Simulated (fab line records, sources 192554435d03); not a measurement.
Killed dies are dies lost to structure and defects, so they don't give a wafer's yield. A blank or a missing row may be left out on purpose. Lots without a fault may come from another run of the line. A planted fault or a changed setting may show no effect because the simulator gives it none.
Chamber matching | flow n5_finfet | N5_BEOL_M4_ETCH_77 on rie_diel-05: 4 sister chambers
The step etches underlayer in N2/H2, target depth 6.5 nm, time 5.2 s. 20 wafers are shown with their chamber, then 10 later ones without.

WAFERS WITH THEIR CHAMBER
wafer  | chamber | drypump_motor_current_A (A) | throttle_valve_pct (%) | oes_product_au (a.u.)
L074.1 | 3       | 5.27                        | 17.97                  | 0.81
L074.3 | 0       | 5.80                        | 17.83                  | 0.63
L074.5 | 1       | 5.84                        | 17.35                  | 0.74
L076.1 | 3       | 5.31                        | 18.01                  | 0.82
L076.3 | 2       | 5.86                        | 18.31                  | 0.81
L076.6 | 3       | 5.31                        | 17.98                  | 0.81
L081.2 | 2       | 5.87                        | 18.33                  | 0.80
L081.4 | 1       | 5.84                        | 17.38                  | 0.72
L081.5 | 0       | 5.81                        | 17.85                  | 0.62
L083.2 | 2       | 5.86                        | 18.34                  | 0.79
L083.4 | 0       | 5.78                        | 17.86                  | 0.62
L083.5 | 0       | 5.80                        | 17.86                  | 0.63
L088.2 | 0       | 5.79                        | 17.88                  | 0.63
L088.3 | 2       | 5.85                        | 18.37                  | 0.79
L088.5 | 1       | 5.82                        | 17.40                  | 0.73
L089.2 | 0       | 5.81                        | 17.88                  | 0.63
L089.4 | 1       | 5.85                        | 17.39                  | 0.72
L089.6 | 3       | 5.28                        | 18.03                  | 0.78
L091.2 | 2       | 5.86                        | 18.36                  | 0.79
L091.4 | 3       | 5.29                        | 18.02                  | 0.78

SIGNATURES (means of the wafers above)
reading                 | chamber 0 | chamber 1 | chamber 2 | chamber 3 | scatter within a chamber
drypump_motor_current_A | 5.7983    | 5.8375    | 5.8600    | 5.2920    | 0.0128
throttle_valve_pct      | 17.8600   | 17.3800   | 18.3420   | 18.0020   | 0.0226
oes_product_au          | 0.6267    | 0.7275    | 0.7960    | 0.8000    | 0.0115
Rule: a wafer's distance from a chamber is the root of the sum, over the readings, of the square of ((its reading less the chamber's mean) divided by the reading's scatter). The wafer belongs to the nearest chamber; if the next one is less than 2 further off, it can't be placed. The scatter: the root of (the sum of the squares of (reading less its chamber's mean) over the shown wafers, divided by (wafers less chambers)).

WAFERS WITHOUT THEIR CHAMBER
wafer  | drypump_motor_current_A (A) | throttle_valve_pct (%) | oes_product_au (a.u.)
L091.6 | 5.28                        | 18.03                  | 0.79
L092.2 | 5.31                        | 18.03                  | 0.76
L092.5 | 5.29                        | 18.05                  | 0.76
L092.6 | 5.83                        | 17.40                  | 0.70
L093.3 | 5.85                        | 17.40                  | 0.70
L093.4 | 5.80                        | 17.89                  | 0.62
L093.5 | 5.85                        | 17.41                  | 0.70
L096.1 | 5.88                        | 18.41                  | 0.74
L096.2 | 5.27                        | 18.07                  | 0.75
L096.3 | 5.84                        | 17.43                  | 0.70

WHICH CHAMBER EACH WENT THROUGH
wafer  | from the rows above | in truth
L091.6 | 3                   | 3
L092.2 | 3                   | 3
L092.5 | 3                   | 3
L092.6 | 1                   | 1
L093.3 | 1                   | 1
L093.4 | 0                   | 0
L093.5 | 1                   | 1
L096.1 | 2                   | 2
L096.2 | 3                   | 3
L096.3 | 1                   | 1
Placed correctly: 10 of 10. Can't be placed from these rows: 0. Placed wrongly: 0.
